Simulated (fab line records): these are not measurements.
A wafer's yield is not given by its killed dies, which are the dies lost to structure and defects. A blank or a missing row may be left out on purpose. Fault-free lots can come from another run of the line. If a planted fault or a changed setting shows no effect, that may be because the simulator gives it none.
Matching of chambers | flow nandHarc | 4 sister chambers for NHARC_A_CONTACT_ETCH_102 on rieDiel-10
The step etches the open film in CF4/O2, target depth 100 nm, overetch 10 nm, time 55 s. 4 wafers are shown with their chamber, then 7 later ones without.

## EACH WAFER AND ITS CHAMBER
wafer  | chamber | drypumpMotorCurrentA (A)
L076.4 | 0       | 5.4
L080.4 | 3       | 4.7
L082.5 | 2       | 6.1
L088.5 | 1       | 6.4

## WAFERS WHOSE CHAMBER IS MISSING
wafer  | drypumpMotorCurrentA (A)
L088.6 | 6.1
L093.4 | 6.0
L093.5 | 4.7
L093.6 | 5.4
L094.1 | 4.7
L094.3 | 5.4
L094.6 | 6.0

## CHAMBER TAKEN BY EACH
wafer  | from the rows above | in truth
L088.6 | 2                   | 2
L093.4 | 2                   | 2
L093.5 | 3                   | 3
L093.6 | 0                   | 0
L094.1 | 3                   | 3
L094.3 | 0                   | 0
L094.6 | 2                   | 2
7 of 7 placed correctly. From these rows, 0 cannot be placed. Wrongly placed: 0.
How it was worked out, from the rows above alone: a wafer's distance from a chamber is the root of the sum, over the readings, of the square of ((its reading less the chamber's mean) divided by the reading's scatter). The wafer belongs to the nearest chamber; if the next one is less than 2 further off, it can't be placed. Each chamber's mean is taken over the wafers shown for it. The scatter: with one shown wafer a chamber, the root of the mean of the squares of how far each hidden wafer lies from its nearest shown one.
